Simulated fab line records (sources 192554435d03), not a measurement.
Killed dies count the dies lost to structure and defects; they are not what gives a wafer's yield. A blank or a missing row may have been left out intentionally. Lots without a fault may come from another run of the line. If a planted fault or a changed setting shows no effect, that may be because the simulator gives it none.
Which tool was responsible? | flow n5 finfet | route of 1938 steps, sampled at 1 step: 12 lots, 36 wafers

## WHAT EACH GAUGE READ, for each wafer
N5_BEOL_M2_RS_MEAS_58: measurement is done with a four-point probe.
lot  | measured     | on            | M2_RS (ohm/sq)
L074 | day 7 05:10  | film metro-01 | 0.686 0.675 0.657
L077 | day 7 12:55  | film metro-01 | 0.670 0.647 0.647
L079 | day 8 03:50  | film metro-02 | 0.642 0.639 0.673
L081 | day 8 19:59  | film metro-01 | 0.626 0.630 0.665
L083 | day 9 03:19  | film metro-02 | 0.625 0.655 0.652
L085 | day 9 20:47  | film metro-01 | 0.659 0.653 0.670
L087 | day 10 05:01 | film metro-01 | 0.649 0.642 0.637
L088 | day 10 20:11 | film metro-02 | 0.604 0.645 0.637
L092 | day 11 11:20 | film metro-02 | 0.707 0.658 0.664
L093 | day 12 08:49 | film metro-02 | 0.635 0.636 0.629
L094 | day 12 11:40 | film metro-02 | 0.630 0.614 0.605
L097 | day 12 14:40 | film metro-02 | 0.622 0.648 0.630

## EACH LOT AND THE TOOL THAT RAN IT (in order: tool; ch and the chambers of the sampled wafers; start)
Record: no process step prior to these readings.

## THE ANSWER, worked out from the rows above alone
Rule: usual is defined by the lots themselves. The widest of any qualifying gaps counts: lots, ordered by their means at a reading, are off when they make up no more than a third of the lots, leave a main group of 4 or more, and stand apart from it by 3 or more times the standard deviation of that group's means. A main group whose means are all the same, to the digits that the tables above print for the reading, isn't used. Also off: a lot with no number at a reading for which 4 or more lots have one. Where the step has rows for the other lots, those lots are counted as sound.
None of the lots is off at any reading shown; this tells nothing.

## WHAT THE SIMULATOR PUT IN
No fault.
